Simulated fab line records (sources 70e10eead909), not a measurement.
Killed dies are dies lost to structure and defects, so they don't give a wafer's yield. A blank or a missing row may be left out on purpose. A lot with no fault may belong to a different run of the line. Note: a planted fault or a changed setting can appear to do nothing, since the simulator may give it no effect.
fab line records    flow nand-harc
[record] lots = 7  wafers = 18  last-day = 33
route steps=1302 shown A_ONON_D1@428
lots with no fault: from the same line, run without faults
start-h: the number of hours between the record's first day and the start of the first shown wafer of the lot    wait-h: how many hours have passed since the lot's step before this one    " unchanged from the row above    L1.1+2: several wafers, shown together as one row    - no value present, or no start provided    * or withheld: withheld    < > ~ a bound
route shown NAME@n: NAME is a module with steps in the file, n the number in the route of the first one    usual: mean and standard deviation over wafers with no fault    same: alike in all rows    chamber/n: place in a boat    sites: readings site by site    _std_site: how widely they spread, as a standard deviation    _edge_site: the outer-site mean with the inner-site mean subtracted    radius-mm: how far each site lies from the wafer's centre    mask NAME#n: copy n    behind: the most recent tool/chamber to have shaped the wafer    hold: what put the lot on hold/how long, in hours/how the hold closed    device: the transistor (n, p or np) that didn't switch    end of line: the tests these same wafers got at the end of their route    a step given without rows: its recipe and nothing more    killed: the dies lost at the first sort to structure and to defects; this is not the yield of the wafer    map: shows each die of a wafer: x if killed, . if not, _ if none is there
set.NAME: the setting that was run; set.NAME@STEP: the one run at that earlier step    model.NAME: the simulator's own value behind a step, which no gauge read
lots seen at some steps along the route; tables by step, rows by wafer
services: from which hour (start-h, from the record's first day; less than 0 if before it) a tool's chamber was out of use, for how many hours, and why
[[steps]]
[step NHARC_A_ONON_D1_DEP_06]
[recipe] target-thk-a = 10000  n2-flow-sccm = 2750  n2o-flow-sccm = 2000  nh3-flow-sccm = 500  sih4-flow-sccm = 210  temp-c = 400
[step NHARC_A_ONON_D1_THK_MEAS_08]
[recipe] thk-meas-gauge = ellipsometry
[usual] thk-nm = 1002/12
lot.wafer  tool           chamber  start-h  wait-h  thk-nm
L368.1     film-metro-02  -        165.62   -       996
L368.5     "              -        "        "       995
L368.6     "              -        "        "       997
L369.3     film-metro-01  -        181.01   -       1007
L369.5     "              -        "        "       1010
L369.6     "              -        "        "       1008
L379.1     film-metro-01  -        273.90   -       1037
L379.2     "              -        "        "       1033
L383.1     film-metro-01  -        303.48   -       1012
L383.2     "              -        "        "       1009
L381.2     film-metro-02  -        307.93   -       1006
L381.5     "              -        "        "       1005
L386.1     film-metro-02  -        341.56   -       1010
L386.3     "              -        "        "       1009
L386.5     "              -        "        "       1010
L388.2     film-metro-01  -        368.74   -       987
L388.5     "              -        "        "       985
L388.6     "              -        "        "       986
[step NHARC_A_ONON_D1_DEP_09]
[recipe] target-thk-a = 10000  n2-flow-sccm = 2750  n2o-flow-sccm = 2000  nh3-flow-sccm = 500  sih4-flow-sccm = 210  temp-c = 400
[step NHARC_A_ONON_D1_THK_MEAS_11]
[recipe] thk-meas-gauge = ellipsometry
[usual] thk-nm = 1001/8.9
lot.wafer  tool           chamber  start-h  wait-h  thk-nm
L368.1     film-metro-01  -        166.19   -       994
L368.5     "              -        "        "       992
L368.6     "              -        "        "       992
L369.3     film-metro-02  -        181.57   -       997
L369.5     "              -        "        "       999
L369.6     "              -        "        "       998
L379.1     film-metro-01  -        274.47   -       997
L379.2     "              -        "        "       996
L383.1     film-metro-02  -        304.04   -       991
L383.2     "              -        "        "       990
L381.2     film-metro-02  -        308.49   -       995
L381.5     "              -        "        "       995
L386.1     film-metro-02  -        342.12   -       1009
L386.3     "              -        "        "       1010
L386.5     "              -        "        "       1009
L388.2     film-metro-01  -        369.31   -       1005
L388.5     "              -        "        "       1006
L388.6     "              -        "        "       1005
[step NHARC_A_ONON_D1_DEP_12]
[recipe] target-thk-a = 10000  n2-flow-sccm = 2750  n2o-flow-sccm = 2000  nh3-flow-sccm = 500  sih4-flow-sccm = 210  temp-c = 400
[step NHARC_A_ONON_D1_THK_MEAS_14]
[recipe] thk-meas-gauge = ellipsometry
[usual] thk-nm = 1000/9
lot.wafer  tool           chamber  start-h  wait-h  thk-nm
L368.1     film-metro-01  -        166.76   -       1007
L368.5     "              -        "        "       1003
L368.6     "              -        "        "       1006
L369.3     film-metro-01  -        182.13   -       984
L369.5     "              -        "        "       982
L369.6     "              -        "        "       982
L379.1     film-metro-02  -        275.04   -       994
L379.2     "              -        "        "       994
L383.1     film-metro-01  -        304.61   -       1009
L383.2     "              -        "        "       1009
L381.2     film-metro-02  -        309.06   -       1014
L381.5     "              -        "        "       1015
L386.1     film-metro-01  -        342.69   -       996
L386.3     "              -        "        "       995
L386.5     "              -        "        "       995
L388.2     film-metro-02  -        369.87   -       992
L388.5     "              -        "        "       990
L388.6     "              -        "        "       990
[step NHARC_A_ONON_D1_ANNEAL_15]
[recipe] temp-c = 750  time-s = 3600
[step NHARC_A_ONON_D1_DEP_16]
[recipe] target-thk-a = 10000  n2-flow-sccm = 2750  n2o-flow-sccm = 2000  nh3-flow-sccm = 500  sih4-flow-sccm = 210  temp-c = 400
[step NHARC_A_ONON_D1_THK_MEAS_18]
[recipe] thk-meas-gauge = ellipsometry
[usual] thk-nm = 999/9.5
lot.wafer  tool           chamber  start-h  wait-h  thk-nm
L368.1     film-metro-02  -        176.26   -       1016
L368.5     "              -        "        "       1016
L368.6     "              -        "        "       1014
L369.3     film-metro-01  -        190.50   -       1002
L369.5     "              -        "        "       1005
L369.6     "              -        "        "       1002
L379.1     film-metro-02  -        284.59   -       993
L379.2     "              -        "        "       989
L383.1     film-metro-01  -        312.72   -       1004
L383.2     "              -        "        "       1002
L381.2     film-metro-02  -        318.93   -       1003
L381.5     "              -        "        "       1003
L386.1     film-metro-01  -        350.45   -       999
L386.3     "              -        "        "       999
L386.5     "              -        "        "       999
L388.2     film-metro-01  -        380.90   -       996
L388.5     "              -        "        "       997
L388.6     "              -        "        "       997
[step NHARC_A_ONON_D1_DEP_19]
[recipe] target-thk-a = 10000  n2-flow-sccm = 2750  n2o-flow-sccm = 2000  nh3-flow-sccm = 500  sih4-flow-sccm = 210  temp-c = 400
[step NHARC_A_ONON_D1_THK_MEAS_21]
[recipe] thk-meas-gauge = ellipsometry
[usual] thk-nm = 1000/9.5
lot.wafer  tool           chamber  start-h  wait-h  thk-nm
L368.1     film-metro-02  -        176.82   -       989
L368.5     "              -        "        "       988
L368.6     "              -        "        "       987
L369.3     film-metro-01  -        191.06   -       1000
L369.5     "              -        "        "       1000
L369.6     "              -        "        "       1000
L379.1     film-metro-02  -        285.16   -       1007
L379.2     "              -        "        "       1005
L383.1     film-metro-02  -        313.29   -       1003
L383.2     "              -        "        "       1003
L381.2     film-metro-02  -        319.49   -       993
L381.5     "              -        "        "       994
L386.1     film-metro-02  -        351.02   -       1011
L386.3     "              -        "        "       1011
L386.5     "              -        "        "       1011
L388.2     film-metro-01  -        381.46   -       1015
L388.5     "              -        "        "       1012
L388.6     "              -        "        "       1012
[step NHARC_A_ONON_D1_DEP_22]
[recipe] target-thk-a = 10000  n2-flow-sccm = 2750  n2o-flow-sccm = 2000  nh3-flow-sccm = 500  sih4-flow-sccm = 210  temp-c = 400
lot.wafer   tool           chamber  start-h  wait-h
L368.1+5+6  pecvd-onon-01  0        176.88   0.1
L369.3+5+6  pecvd-onon-04  0        191.37   0.3
L379.1+2    pecvd-onon-01  0        285.21   0.1
L383.1+2    pecvd-onon-01  0        313.35   0.1
L381.2+5    pecvd-onon-01  0        319.60   0.1
L386.1+3+5  pecvd-onon-02  0        351.07   0.1
L388.2+5+6  pecvd-onon-04  0        381.58   0.1
[step NHARC_A_ONON_D1_THK_MEAS_24]
[recipe] thk-meas-gauge = ellipsometry
[usual] thk-nm = 1003/13
lot.wafer  tool           chamber  start-h  wait-h  thk-nm
L368.1     film-metro-02  -        177.39   -       988
L368.5     "              -        "        "       987
L368.6     "              -        "        "       987
L369.3     film-metro-02  -        191.76   -       1000
L369.5     "              -        "        "       1003
L369.6     "              -        "        "       1001
L379.1     film-metro-01  -        285.71   -       686
L379.2     "              -        "        "       685
L383.1     film-metro-01  -        313.86   -       681
L383.2     "              -        "        "       681
L381.2     film-metro-02  -        320.06   -       695
L381.5     "              -        "        "       1020
L386.1     film-metro-02  -        351.59   -       1026
L386.3     "              -        "        "       1026
L386.5     "              -        "        "       1025
L388.2     film-metro-01  -        382.03   -       981
L388.5     "              -        "        "       980
L388.6     "              -        "        "       980
[step NHARC_A_ONON_D1_DEP_25]
[recipe] target-thk-a = 10000  n2-flow-sccm = 2750  n2o-flow-sccm = 2000  nh3-flow-sccm = 500  sih4-flow-sccm = 210  temp-c = 400
[[services]]
tool           chamber  start-h  hours  kind
pecvd-onon-02  -        185.00   13.0   pm
pecvd-onon-01  -        269.00   13.0   pm
pecvd-onon-04  -        311.34   13.0   pm
pecvd-onon-02  -        366.00   13.0   pm
[[key]]
[first-sign] step = NHARC_A_ONON_D1_THK_MEAS_24  reading = thk-nm  direction = down  sigmas = 25  usual = 1003  struck = 686
effect none on later readings
met-at NHARC_A_ONON_D1_DEP_22
struck-wafers L379.1,L379.2,L381.2,L383.1,L383.2
later-rows-left-out L379.1,L379.2,L381.2,L383.1,L383.2
sort-left-out L379.1,L379.2,L381.2,L383.1,L383.2
tester-left-out L379,L381,L383
onset-between 176.88 285.21
[fault] kind = process-parameter-drift  tool = pecvd-onon-01  chamber = -  onset-h = 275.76  steps = NHARC_A_ONON_D1_DEP_22  channel = target-thk-a  offset = *  shape = step  end-h = 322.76  scope = struck-wafers-only  acts-in = *  stated = *
// tester-left-out: of these lots the tester's yield and bins aren't shown, on N5 and GAA mostly nor the transistor test; their killed dies are dies lost to structure and defects alone, not to doping, threshold or leakage, so they don't give the yield
// sort-left-out: the simulated sort isn't trusted on such a fault, so these wafers' sort isn't shown, and their yield isn't known
// later-rows-left-out: the simulator's readings of these wafers behind a module that went badly wrong aren't trusted and aren't shown, but for the sort
